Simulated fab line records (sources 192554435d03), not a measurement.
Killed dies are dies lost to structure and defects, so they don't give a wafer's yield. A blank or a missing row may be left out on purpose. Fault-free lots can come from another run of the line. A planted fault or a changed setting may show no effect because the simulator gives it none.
Split-lot trial | flow n5 finfet | route with 1938 steps; 7 lots, 21 wafers read

== ABOUT THE SPLIT ==
At N5_BEOL_M1_PECVD_72 (deposits SiO2 from TEOS/O2, target thk 16 nm, time 18 s), the setting time s was moved away from the recipe's 18 s on 7 of the 21 wafers read, by -6.4% to +11.3%. This setting was run at the recipe's value on the other wafers.

The reading is taken at the split's own step.

== THE READING ==
SiO2_of_BEOL_M1_PECVD_72.thk nm (the simulator's own value, which no gauge read), in nm, at N5_BEOL_M1_PECVD_72 (deposits SiO2 from TEOS/O2, target thk 16 nm, time 18 s). There is no usual value for it anywhere in the file. Here, 14 wafers ran the recipe; their average is 16.0 nm with a standard deviation of 0.27 nm.

wafer  | tool, chamber at the split | time s as run, s | against the recipe | SiO2_of_BEOL_M1_PECVD_72.thk nm, nm | against lot-mates on the recipe
L075.3 | pecvd-04, 1                | 18               | recipe             | 15.6                                | -
L075.4 | pecvd-04, 0                | 18               | recipe             | 16.2                                | -
L075.5 | pecvd-04, 2                | 18               | recipe             | 15.8                                | -
L077.1 | pecvd-02, 0                | 18               | recipe             | 15.8                                | -
L077.3 | pecvd-02, 2                | 18               | recipe             | 16.2                                | -
L077.5 | pecvd-02, 0                | 18               | recipe             | 16.4                                | -
L080.1 | pecvd-04, 1                | 19.46            | +8.1%              | 16.8                                | no lot-mate on the recipe
L080.3 | pecvd-04, 0                | 19.46            | +8.1%              | 17.2                                | no lot-mate on the recipe
L080.4 | pecvd-04, 0                | 19.46            | +8.1%              | 17.6                                | no lot-mate on the recipe
L082.3 | pecvd-04, 1                | 20.03            | +11.3%             | 17.6                                | +1.4
L082.5 | pecvd-04, 1                | 20.03            | +11.3%             | 17.6                                | +1.4
L082.4 | pecvd-04, 2                | 18               | recipe             | 16.2                                | -
L087.4 | pecvd-01, 1,2              | 18               | recipe             | 15.8                                | -
L087.6 | pecvd-01, 1,2              | 18               | recipe             | 15.8                                | -
L087.5 | pecvd-01, 0                | 19.94            | +10.8%             | 17.8                                | +2.0
L090.3 | pecvd-04, 1                | 18               | recipe             | 15.6                                | -
L090.4 | pecvd-04, 2                | 18               | recipe             | 15.8                                | -
L090.6 | pecvd-04, 0                | 18               | recipe             | 16.2                                | -
L091.2 | pecvd-02, 1                | 18               | recipe             | 16.2                                | -
L091.3 | pecvd-02, 0                | 16.84            | -6.4%              | 15.2                                | -1.1
L091.4 | pecvd-02, 1                | 18               | recipe             | 16.4                                | -
If several chambers appear in one row, that row covers several wafers at once and the file leaves open which wafer was in which chamber.

THE FIT
A straight line over all 21 wafers: SiO2_of_BEOL_M1_PECVD_72.thk nm changes by +0.146 nm for each +1% of time s; r = +0.94; the points scatter about the line by 0.27 nm.
The same after taking each lot's own level away (the mean of its wafers on the recipe; 18 wafers): +0.147 nm for each +1%; r = +0.95; scatter 0.24 nm.
The reading moves by 1.7 nm for the largest change in time s, on that fit.
Across the lots, their own levels run from 15.80 to 16.30 nm, a range of 1.8 times the standard deviation given above.
The two slopes are in agreement: the lot-to-lot level therefore moves the slope only a little.
Check: +1.76 nm against its lot-mates is what the line predicts for one of the wafers moved furthest among these (+11.3%) when that wafer is left out of the fit. Against them it came out at +1.4 nm.

== OTHER SPLITS APPLIED TO THESE WAFERS ==
Other splits were also applied to these wafers ahead of the reading. Each is held against what the fit with the lots' levels taken away leaves over:
other split on the same wafers            | wafers away from the commonest value | r with SiO2_of_BEOL_M1_PECVD_72.thk nm (lot level and that fit taken away)
N5_MOL_CONTACT_COAG_EXPOSE_05 dose mj     | 7                                    | +0.14
N5_MOL_CONTACT_COAG_ALD_123 ald cycles    | 7                                    | -0.25
N5_BEOL_M0_SAQP_EXPOSE_11 dose mj         | 10                                   | +0.10
N5_BEOL_M0_SAQP_DEVELOP_13 develop time s | 6                                    | +0.38
N5_BEOL_M0_TRENCH_ETCH_107 target depth a | 7                                    | +0.12

== FILE'S OWN FIT ==
SiO2_of_BEOL_M1_PECVD_72.thk nm changes by +0.156 nm for each +1% of time s, r = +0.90.
